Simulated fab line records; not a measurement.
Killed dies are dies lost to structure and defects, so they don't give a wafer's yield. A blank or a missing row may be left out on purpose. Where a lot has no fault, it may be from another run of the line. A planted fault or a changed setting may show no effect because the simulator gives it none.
Chamber matching || flow nand harc || NHARC_P_GATE_ETCH_32 on rie si-02 has 4 sister chambers
The step etches the open film in HBr/Cl2, target depth 150 nm, time 100.1 s. 8 wafers are shown with their chamber, then 7 later ones without.

## WAFERS PAIRED WITH THEIR CHAMBERS
{"wafer": "L075.4", "chamber": 1, "oes product au (a.u.)": 1.007, "throttle valve pct (%)": 26.399}
{"wafer": "L075.5", "chamber": 3, "oes product au (a.u.)": 1.008, "throttle valve pct (%)": 26.412}
{"wafer": "L079.5", "chamber": 3, "oes product au (a.u.)": 1.001, "throttle valve pct (%)": 26.413}
{"wafer": "L082.3", "chamber": 0, "oes product au (a.u.)": 1.013, "throttle valve pct (%)": 26.416}
{"wafer": "L082.4", "chamber": 2, "oes product au (a.u.)": 0.995, "throttle valve pct (%)": 26.424}
{"wafer": "L082.5", "chamber": 0, "oes product au (a.u.)": 1.015, "throttle valve pct (%)": 26.394}
{"wafer": "L091.2", "chamber": 1, "oes product au (a.u.)": 1.011, "throttle valve pct (%)": 26.408}
{"wafer": "L091.3", "chamber": 2, "oes product au (a.u.)": 0.990, "throttle valve pct (%)": 26.407}

## WAFERS WITH NO CHAMBER GIVEN
{"wafer": "L091.5", "oes product au (a.u.)": 1.009, "throttle valve pct (%)": 26.401}
{"wafer": "L094.2", "oes product au (a.u.)": 1.000, "throttle valve pct (%)": 26.406}
{"wafer": "L094.3", "oes product au (a.u.)": 0.981, "throttle valve pct (%)": 26.412}
{"wafer": "L094.5", "oes product au (a.u.)": 1.009, "throttle valve pct (%)": 26.408}
{"wafer": "L097.1", "oes product au (a.u.)": 1.002, "throttle valve pct (%)": 26.386}
{"wafer": "L097.5", "oes product au (a.u.)": 0.996, "throttle valve pct (%)": 26.393}
{"wafer": "L097.6", "oes product au (a.u.)": 1.001, "throttle valve pct (%)": 26.396}

## EACH ONE'S CHAMBER
{"wafer": "L091.5", "from the rows above": "can't be placed: 1 or 0 or 3", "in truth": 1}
{"wafer": "L094.2", "from the rows above": "can't be placed: 3 or 2 or 1", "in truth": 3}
{"wafer": "L094.3", "from the rows above": 2, "in truth": 2}
{"wafer": "L094.5", "from the rows above": "can't be placed: 1 or 3 or 0", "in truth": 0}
{"wafer": "L097.1", "from the rows above": "can't be placed: 1 or 3 or 0 or 2", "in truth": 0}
{"wafer": "L097.5", "from the rows above": "can't be placed: 2 or 3 or 1", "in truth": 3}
{"wafer": "L097.6", "from the rows above": "can't be placed: 3 or 1 or 2 or 0", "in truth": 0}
Correctly placed: 1 of 7. Cannot be placed on the basis of these rows: 6; the candidates contain the true chamber in 6. Wrongly placed: 0.
How it was worked out, from the rows above alone: a wafer's distance from a chamber is the root of the sum, over the readings, of the square of ((its reading less the chamber's mean) divided by the reading's scatter). The wafer belongs to the nearest chamber; if the next one is less than 2 further off, it can't be placed. A chamber's mean is the mean of its shown wafers. How the scatter is found: for the shown wafers, subtract from each reading the mean of its chamber, square and add these, divide the total by (wafers less chambers), then take the root.
